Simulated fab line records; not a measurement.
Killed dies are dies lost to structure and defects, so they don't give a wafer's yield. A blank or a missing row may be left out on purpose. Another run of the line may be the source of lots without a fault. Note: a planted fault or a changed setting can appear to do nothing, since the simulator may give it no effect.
Chamber matching -- flow nand-harc -- NHARC_A_STAIRCASE_DESCUM_11 on rie-diel-04: 4 sister chambers
The step chemistry O2, time 3 s. 8 wafers are shown with their chamber, then 10 later ones without.

== WAFERS, EACH WITH ITS CHAMBER ==
wafer,chamber,drypump-motor-current-A (A),showerhead-plenum-p-Torr (Torr)
L074.4,3,6.7,1.83
L081.3,2,5.4,1.90
L081.4,2,5.4,1.90
L085.1,0,5.9,1.95
L085.3,1,5.0,1.89
L085.6,0,5.9,1.96
L089.1,3,6.7,1.83
L089.4,1,4.9,1.89

== WAFERS WHOSE CHAMBER IS MISSING ==
wafer,drypump-motor-current-A (A),showerhead-plenum-p-Torr (Torr)
L089.5,5.9,1.95
L090.2,5.9,1.95
L090.4,5.4,1.89
L090.5,6.7,1.82
L090.1,5.0,1.89
L090.3,6.7,1.83
L090.6,5.4,1.89
L094.4,6.6,1.82
L094.5,5.9,1.95
L094.6,5.0,1.89

== WHICH CHAMBER EACH ONE RAN IN ==
wafer,from the rows above,in truth
L089.5,0,0
L090.2,0,0
L090.4,2,2
L090.5,3,3
L090.1,1,1
L090.3,3,3
L090.6,2,2
L094.4,3,3
L094.5,0,0
L094.6,1,1
Placed correctly: 10 of 10. Left unplaced by these rows: 0. Wrongly placed: 0.
How it was worked out, from the rows above alone: a wafer's distance from a chamber is the root of the sum, over the readings, of the square of ((its reading less the chamber's mean) divided by the reading's scatter). If the next closest chamber is less than 2 further off than the closest, the wafer can't be placed; otherwise it belongs to the closest. The mean given for a chamber averages the wafers shown for that chamber. The scatter: the root of (the sum of the squares of (reading less its chamber's mean) over the shown wafers, divided by (wafers less chambers)).
